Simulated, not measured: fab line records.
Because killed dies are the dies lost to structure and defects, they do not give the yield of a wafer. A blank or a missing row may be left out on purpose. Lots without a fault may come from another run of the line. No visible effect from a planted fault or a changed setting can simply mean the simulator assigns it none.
8D (eight disciplines) problem report, filled in by code :: flow n5_finfet :: the parts of the form that need people (team, actions taken, sign-off) are left out

1. WHAT IS WRONG
Mean of spin_speed_rpm at N5_SD_EPI_P_COAT_03: 1535.1 rpm across 6 wafers in 2 lots; on wafers with no fault it is 1500.2 rpm (standard deviation 0.89). That puts it +39 standard deviations away from the usual mean.
The step: resist thk 150 nm.
First observed at day 5 03:39: wafer L389.2, on litho_track-05. The record holds 18 wafers of 6 lots with a number at this step. Rule for "out", or "out of limits": more than 4 standard deviations from the usual mean. The rest of the wafers with a number are treated as sound.

2. WHAT IT IS; WHAT IT IS NOT
question: which readings at this step
is: spin_speed_rpm
is not: -

question: which lots
is: L389, L391
is not: L388, L401, L403, L404

question: which wafers of those lots
is: all that have a number
is not: -

question: read on which tools
is: litho_track-05
is not: litho_track-02

question: when
is: from day 5 03:39
is not: up to then (3 sound wafers); but 9 sound wafers of L401, L403, L404 came after

3. THE SUSPECTS, EACH WITH WHAT RULES IT OUT
Counting: any tool at a process step up to the reading is kept as a suspect provided that every lot that is out went through it and no sound lot did after the first of them.
- ald_sin-02 at N5_SD_EPI_N_LINER_46 (material SiNx, target thk 3 nm): ruled out as a lasting fault. Following L389 (day 5 03:11), the first lot on it that is out, the sound lots L401, L403, L404 were run on it.
- litho_track-05 at N5_SD_EPI_P_COAT_03 (resist thk 150 nm): ruled out as a lasting fault. Following L389 (day 5 03:39), the first lot on it that is out, the sound lots L403 were run on it.
Left after counting: nothing in the record.

4. THE CAUSE (what the simulator had put in)
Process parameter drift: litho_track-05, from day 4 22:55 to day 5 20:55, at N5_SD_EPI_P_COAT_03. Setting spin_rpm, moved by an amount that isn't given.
Counting ruled it out, wrongly.

5. SEQUENCE OF EFFECTS, ordered by route
Rows list readings where the struck wafers' mean (over those with a number) sits beyond 3 standard deviations from the usual. Only readings for which the record gives a usual standard deviation are gone through. hours: the time from each lot's start at the first step in this table that gives one to its start at this step, as a median over the lots. sigmas: the change in usual standard deviations.
hours: 0
step: N5_SD_EPI_P_COAT_03
reading: spin_speed_rpm
usual: 1500.2 rpm
on struck wafers: 1535.1
change: +34.9
sigmas: +39
It contains these process steps:
- N5_SD_EPI_P_COAT_03: resist thk 150 nm.
Later steps that measure or inspect, where all struck wafers having a row at the step show a number for every such reading and not one has moved that far: N5_SD_EPI_P_CD_MEAS_09, N5_SD_EPI_P_OVL_MEAS_10, N5_SD_EPI_P_INSPECT_11, N5_BEOL_M4_RC_MEAS_101.

6. HOW IT WOULD HAVE BEEN CAUGHT EARLIER
The fault began at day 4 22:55; the first out-of-limits reading in this record came at day 5 03:39, 5 hours later.
